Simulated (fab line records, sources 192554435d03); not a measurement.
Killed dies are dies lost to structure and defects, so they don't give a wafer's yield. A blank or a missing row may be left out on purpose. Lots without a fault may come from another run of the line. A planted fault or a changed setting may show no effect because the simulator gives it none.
Chamber matching | flow n5_finfet | N5_BEOL_M2_ETCH_69 on rie_diel-02: 4 sister chambers
The step etches SiARC in CF4, target depth 15.6 nm, time 26 s. 4 wafers are shown with their chamber, then 11 later ones without.

WAFERS WITH THEIR CHAMBER
wafer  | chamber | showerhead_plenum_p_Torr (Torr)
L077.6 | 1       | 2.23
L084.2 | 0       | 1.97
L084.4 | 3       | 2.07
L086.1 | 2       | 2.11

WAFERS WITHOUT THEIR CHAMBER
wafer  | showerhead_plenum_p_Torr (Torr)
L086.4 | 2.22
L086.6 | 2.07
L087.1 | 2.07
L087.4 | 2.22
L087.5 | 2.07
L096.2 | 2.10
L096.3 | 2.21
L096.5 | 2.10
L097.1 | 1.96
L097.3 | 2.07
L097.5 | 2.07

WHICH CHAMBER EACH WENT THROUGH
wafer  | from the rows above | in truth
L086.4 | 1                   | 1
L086.6 | 3                   | 3
L087.1 | 3                   | 3
L087.4 | 1                   | 1
L087.5 | 3                   | 3
L096.2 | 2                   | 2
L096.3 | 1                   | 1
L096.5 | 2                   | 2
L097.1 | 0                   | 0
L097.3 | 3                   | 3
L097.5 | 3                   | 3
Placed correctly: 11 of 11. Can't be placed from these rows: 0. Placed wrongly: 0.
How it was worked out, from the rows above alone: a wafer's distance from a chamber is the root of the sum, over the readings, of the square of ((its reading less the chamber's mean) divided by the reading's scatter). The wafer belongs to the nearest chamber; if the next one is less than 2 further off, it can't be placed. A chamber's mean is the mean of its shown wafers. The scatter: with one shown wafer a chamber, the root of the mean of the squares of how far each hidden wafer lies from its nearest shown one.
